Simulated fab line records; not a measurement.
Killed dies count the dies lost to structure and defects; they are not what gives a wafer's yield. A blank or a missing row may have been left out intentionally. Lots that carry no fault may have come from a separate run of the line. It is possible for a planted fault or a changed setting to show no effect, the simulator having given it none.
Matching of chambers | flow n5-finfet | rie-diel-01 running N5_MIM_BOT_LITHO_DESCUM_10: 4 sister chambers
The step chemistry O2, time 7.9 s. 4 wafers are shown with their chamber, then 7 later ones without.

== WAFERS PAIRED WITH THEIR CHAMBERS ==
wafer  | chamber | showerhead-plenum-p-Torr (Torr)
L927.3 | 3       | 2.06
L935.2 | 0       | 2.04
L940.1 | 2       | 1.99
L940.2 | 1       | 1.96

== WAFERS WHOSE CHAMBER IS MISSING ==
wafer  | showerhead-plenum-p-Torr (Torr)
L940.3 | 2.03
L943.1 | 2.03
L943.3 | 1.99
L943.4 | 1.99
L947.1 | 2.03
L947.3 | 1.96
L947.4 | 2.05

== CHAMBER TAKEN BY EACH ==
wafer  | from the rows above     | in truth
L940.3 | 0                       | 0
L943.1 | 0                       | 0
L943.3 | 2                       | 2
L943.4 | 2                       | 2
L947.1 | 0                       | 0
L947.3 | 1                       | 1
L947.4 | can't be placed: 0 or 3 | 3
Correctly placed: 6 of 7. Not placeable from these rows: 1 (in 1, the candidates include the true chamber). Number placed wrongly: 0.
How it was worked out, from the rows above alone: a wafer's distance from a chamber is the root of the sum, over the readings, of the square of ((its reading less the chamber's mean) divided by the reading's scatter). The wafer belongs to the nearest chamber; if the next one is less than 2 further off, it can't be placed. For every chamber, the mean is computed from those of its wafers that are shown. The scatter: root of mean squared gap, hidden wafer to nearest shown wafer, with one shown wafer a chamber.
